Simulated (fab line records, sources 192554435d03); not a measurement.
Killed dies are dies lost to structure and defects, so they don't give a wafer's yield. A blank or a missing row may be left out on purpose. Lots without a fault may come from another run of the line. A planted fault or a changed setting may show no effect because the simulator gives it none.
Which tool did it? | flow n5_finfet | 11 lots, 26 wafers sampled, at 5 steps of a route of 1938

WHAT THE GAUGES READ, wafer by wafer
N5_MOL_CONTACT_COAG_THK_MEAS_29. Usual: MD_CAP_THK 17.93 nm, standard deviation 0.098.
lot  | measured     | on            | MD_CAP_THK (nm)   | flag
L300 | day 5 08:37  | film_metro-02 | 17.97 17.86 17.77 |
L302 | day 5 23:07  | film_metro-02 | 17.97 18.02 17.91 |
L299 | day 6 00:55  | film_metro-02 | 17.96 17.94 18.06 |
L303 | day 6 02:31  | film_metro-02 | 17.96 18.01 17.86 |
L304 | day 6 05:32  | film_metro-02 | 17.94 18.06       |
L307 | day 7 06:51  | film_metro-02 | 18.01 17.84       |
L310 | day 8 00:13  | film_metro-01 | 18.01 17.94       |
L317 | day 9 12:44  | film_metro-02 | 18.03 17.94       |
L319 | day 10 00:05 | film_metro-01 | 17.84 18.07       |
L320 | day 10 10:31 | film_metro-01 | 17.83 17.81       |
L322 | day 10 21:16 | film_metro-01 | 18.03 17.79       |

N5_BEOL_M4_RC_MEAS_101. Usual: DIBL_N 36.9 mV/V, standard deviation 2.1; DIBL_P 37.1 mV/V, standard deviation 2.5; IOFF_N 0.17 nA/um, standard deviation 0.039; IOFF_P 0.23 nA/um, standard deviation 0.043; ION_N 673 uA/um, standard deviation 15; ION_P 462 uA/um, standard deviation 9.1; SS_N 71.8 mV/dec, standard deviation 0.69; SS_P 73.6 mV/dec, standard deviation 0.74; VT_N 250 mV, standard deviation 3.6; VT_P -249.7 mV, standard deviation 2.9.
lot  | measured     | on        | DIBL_N (mV/V)  | DIBL_P (mV/V)  | IOFF_N (nA/um) | IOFF_P (nA/um) | ION_N (uA/um) | ION_P (uA/um) | SS_N (mV/dec)  | SS_P (mV/dec)  | VT_N (mV)   | VT_P (mV)            | flag
L300 | day 8 09:50  | prober-02 | 35.1 36.0 34.3 | 37.0 36.9 35.4 | 0.16 0.15 0.14 | 0.24 0.23 0.20 | 691 666 674   | 474 459 464   | 71.2 71.7 71.2 | 74.0 73.6 73.3 | 251 253 249 | -247.6 -248.0 -248.0 |
L302 | day 8 12:47  | prober-01 | 33.5 35.6 35.8 | 33.0 35.0 35.6 | 0.12 0.15 0.14 | 0.17 0.19 0.19 | 677 665 667   | 465 453 452   | 70.8 71.1 70.7 | 72.1 72.9 73.2 | 254 249 251 | -252.8 -252.3 -250.6 |
L299 | day 8 17:35  | prober-01 | 37.9 39.5 37.5 | 37.0 40.3 36.5 | 0.18 0.22 0.16 | 0.19 0.23 0.17 | 674 687 664   | 447 456 444   | 71.8 71.9 72.2 | 73.2 74.3 73.8 | 248 247 253 | -249.9 -250.1 -252.8 |
L303 | day 9 05:56  | prober-02 | 35.4 34.6 37.6 | 35.1 34.5 37.6 | 0.14 0.14 0.18 | 0.20 0.19 0.22 | 662 659 683   | 456 451 469   | 71.9 72.0 72.3 | 74.4 73.8 74.3 | 255 254 251 | -251.6 -250.6 -250.2 |
L304 | day 9 03:45  | prober-01 | 38.2 40.7      | 38.3 40.6      | 0.17 0.23      | 0.27 0.31      | 664 681       | 468 468       | 71.4 72.2      | 73.9 74.6      | 247 247     | -245.9 -244.4        |
L307 | day 10 02:35 | prober-02 | 34.7 37.2      | 36.2 38.4      | 0.14 0.19      | 0.21 0.25      | 661 668       | 459 466       | 71.6 72.7      | 73.8 74.6      | 252 249     | -247.3 -244.8        |
L310 | day 11 02:04 | prober-01 | 32.4 36.7      | 32.4 37.9      | 0.10 0.17      | 0.16 0.26      | 649 680       | 451 476       | 70.4 71.5      | 72.7 74.5      | 258 250     | -252.9 -247.2        |
L317 | day 12 16:01 | prober-01 | 38.1           | 38.7           | 0.19           | 0.22           | 687           | 462           | 71.6           | 73.9           | 246         | -250.4               |
L319 | day 12 20:29 | prober-02 | 36.7           | 37.7           | 0.18           | 0.23           | 694           | 476           | 71.5           | 73.7           | 246         | -250.5               |
L320 | day 13 12:02 | prober-01 | 35.0           | 34.3           | 0.17           | 0.21           | 649           | 453           | 72.1           | 72.9           | 250         | -248.8               |
L322 | day 13 14:38 | prober-01 | 34.0 39.7      | 35.0 42.6      | 0.15 0.27      | 0.20 0.35      | 686 712       | 473 485       | 71.6 73.2      | 73.2 75.6      | 247 242     | -249.2 -245.4        |

WHICH TOOL RAN EACH LOT (tool, then ch and the chambers of the sampled wafers, then the start)
lot  | N5_MOL_CONTACT_COAG_CMP_23   | N5_MOL_CONTACT_COAG_DESCUM_88     | N5_MOL_CONTACT_COAG_ALD_131
L300 | cmp-03 ch 0,1,2, day 5 05:50 | rie_diel-03 ch 1,2, day 5 11:02   | ald_sin-03 ch 1,2, day 5 11:17
L302 | cmp-04 ch 0,2,3, day 5 20:29 | rie_diel-03 ch 1,2,3, day 6 00:44 | ald_sin-01 ch 0,2,3, day 6 00:52
L299 | cmp-04 ch 0,1,3, day 5 21:47 | rie_diel-05 ch 1,2,3, day 6 02:35 | ald_sin-03 ch 1,2,3, day 6 03:11
L303 | cmp-03 ch 1,2, day 5 23:50   | rie_diel-03 ch 1,2,3, day 6 04:18 | ald_sin-01 ch 0,1, day 6 04:29
L304 | cmp-03 ch 0,2, day 6 02:34   | rie_diel-05 ch 0,3, day 6 06:59   | ald_sin-03 ch 0,3, day 6 07:08
L307 | cmp-04 ch 0,3, day 7 04:12   | rie_diel-06 ch 0,1, day 7 07:59   | ald_sin-01 ch 0,1, day 7 09:15
L310 | cmp-02 ch 0,3, day 7 21:07   | rie_diel-06 ch 0,1, day 8 01:20   | ald_sin-02 ch 2,3, day 8 01:29
L317 | cmp-02 ch 0,2, day 9 10:09   | rie_diel-03 ch 1,2, day 9 13:52   | ald_sin-01 ch 0,2, day 9 14:00
L319 | cmp-04 ch 1,2, day 9 21:24   | rie_diel-05 ch 3, day 10 01:32    | ald_sin-01 ch 1, day 10 01:40
L320 | cmp-02 ch 1,3, day 10 07:40  | rie_diel-05 ch 1, day 10 12:04    | ald_sin-01 ch 1,2, day 10 12:22
L322 | cmp-03 ch 1,2, day 10 18:41  | rie_diel-05 ch 1,3, day 10 22:23  | ald_sin-03 ch 1,2, day 10 22:36
- N5_MOL_CONTACT_COAG_CMP_23: polishes, stops on SiO2, t overpolish 1.5 s, target thk 0 nm.
- N5_MOL_CONTACT_COAG_DESCUM_88: chemistry O2, time 7 s.
- N5_MOL_CONTACT_COAG_ALD_131: deposits SiO2, target thk 5 nm, pulse time 1 s, co reactant pulse time 1 s.

WHAT THE TOOLS THEMSELVES READ (means of the sampled wafers that have a number; where no wafer has one, the mark that the record gives instead)
N5_MOL_CONTACT_COAG_CMP_23. Usual: motor_current_A 8.2 A, standard deviation 0.77; overpolish_run_s 1.500 s, standard deviation 0.0091; slurry_filter_dp_kPa 13.51 kPa, standard deviation 0.13; time_to_endpoint_s 10 s, standard deviation 3.
lot  | tool   | motor_current_A (A) | overpolish_run_s (s) | slurry_filter_dp_kPa (kPa) | time_to_endpoint_s (s) | flag
L300 | cmp-03 | 8.7                 | 1.499                | 13.53                      | 6                      |
L302 | cmp-04 | 8.3                 | 1.491                | 13.52                      | 12                     |
L299 | cmp-04 | 8.4                 | 1.509                | 13.48                      | 12                     |
L303 | cmp-03 | 8.0                 | 1.496                | 13.48                      | 9                      |
L304 | cmp-03 | 8.8                 | 1.494                | 13.35                      | 10                     |
L307 | cmp-04 | 8.7                 | 1.502                | 13.45                      | 10                     |
L310 | cmp-02 | 8.1                 | 1.502                | 13.41                      | 12                     |
L317 | cmp-02 | 7.7                 | 1.493                | 13.50                      | 10                     |
L319 | cmp-04 | 7.5                 | 1.493                | 13.62                      | 10                     |
L320 | cmp-02 | 8.3                 | 1.503                | 13.53                      | 12                     |
L322 | cmp-03 | 8.2                 | 1.511                | 13.52                      | 10                     |

N5_MOL_CONTACT_COAG_DESCUM_88. Usual: bias_power_w 20.00 W, standard deviation 0.062; chamber_pressure_mTorr 20.002 mTorr, standard deviation 0.017; drypump_motor_current_A 5.6 A, standard deviation 0.46; oes_product_au 0.81 a.u., standard deviation 0.11; rf_vpp_V 243.1 V, standard deviation 1; showerhead_plenum_p_Torr 2.10 Torr, standard deviation 0.053; throttle_valve_pct 20.51 %, standard deviation 0.23.
lot  | tool        | bias_power_w (W) | chamber_pressure_mTorr (mTorr) | drypump_motor_current_A (A) | oes_product_au (a.u.) | rf_vpp_V (V) | showerhead_plenum_p_Torr (Torr) | throttle_valve_pct (%) | flag
L300 | rie_diel-03 | 19.96            | 19.998                         | 5.9                         | 0.77                  | 243.3        | 2.09                            | 20.67                  |
L302 | rie_diel-03 | 20.04            | 19.989                         | 5.7                         | 0.77                  | 242.5        | 2.13                            | 20.66                  |
L299 | rie_diel-05 | 20.02            | 20.011                         | 5.3                         | 0.79                  | 242.6        | 2.09                            | 20.52                  |
L303 | rie_diel-03 | 20.02            | 19.997                         | 5.7                         | 0.78                  | 243.3        | 2.13                            | 20.66                  |
L304 | rie_diel-05 | 19.96            | 20.001                         | 6.0                         | 0.81                  | 242.4        | 2.06                            | 20.49                  |
L307 | rie_diel-06 | 19.98            | 20.008                         | 5.6                         | 0.79                  | 243.2        | 2.09                            | 20.39                  |
L310 | rie_diel-06 | 20.02            | 19.998                         | 5.6                         | 0.79                  | 243.8        | 2.09                            | 20.41                  |
L317 | rie_diel-03 | 20.05            | 20.026                         | 5.8                         | 0.90                  | 242.9        | 2.10                            | 20.40                  |
L319 | rie_diel-05 | 20.01            | 19.997                         | 6.1                         | 0.69                  | 243.1        | 2.08                            | 20.71                  |
L320 | rie_diel-05 | 20.03            | 19.997                         | 5.1                         | 0.82                  | 243.2        | 2.12                            | 20.32                  |
L322 | rie_diel-05 | 19.88            | 20.008                         | 5.6                         | 0.75                  | 244.4        | 2.10                            | 20.53                  |

N5_MOL_CONTACT_COAG_ALD_131. Usual: heater_power_w 80 W, standard deviation 11; precursor_pulse_height_rel 0.998, standard deviation 0.021.
lot  | tool       | heater_power_w (W) | precursor_pulse_height_rel | flag
L300 | ald_sin-03 | 79                 | 0.984                      |
L302 | ald_sin-01 | 79                 | 0.999                      |
L299 | ald_sin-03 | 80                 | 0.998                      |
L303 | ald_sin-01 | 71                 | 0.992                      |
L304 | ald_sin-03 | 83                 | 1.015                      |
L307 | ald_sin-01 | 69                 | 0.992                      |
L310 | ald_sin-02 | 82                 | 1.001                      |
L317 | ald_sin-01 | 78                 | 0.990                      |
L319 | ald_sin-01 | 80                 | 1.013                      |
L320 | ald_sin-01 | 88                 | 0.999                      |
L322 | ald_sin-03 | 78                 | 0.986                      |

THE ANSWER, worked out from the rows above alone
Rule: a lot is off if the mean of its wafers that have a number lies more than 3 standard deviations from the usual mean. A lot without any number at a reading at which 4 lots or more have one is off too. The other lots that the step has rows for count as sound. The gauges are gone through in route order, then the tools' own readings, and for those a lot's mean is taken as printed above. The first step at which some lot is off is used, and at that step the reading that is off furthest; a lot without a number counts as furthest.
No lot is off at any reading shown: from this, nothing can be told.

WHAT THE SIMULATOR HAD PUT IN
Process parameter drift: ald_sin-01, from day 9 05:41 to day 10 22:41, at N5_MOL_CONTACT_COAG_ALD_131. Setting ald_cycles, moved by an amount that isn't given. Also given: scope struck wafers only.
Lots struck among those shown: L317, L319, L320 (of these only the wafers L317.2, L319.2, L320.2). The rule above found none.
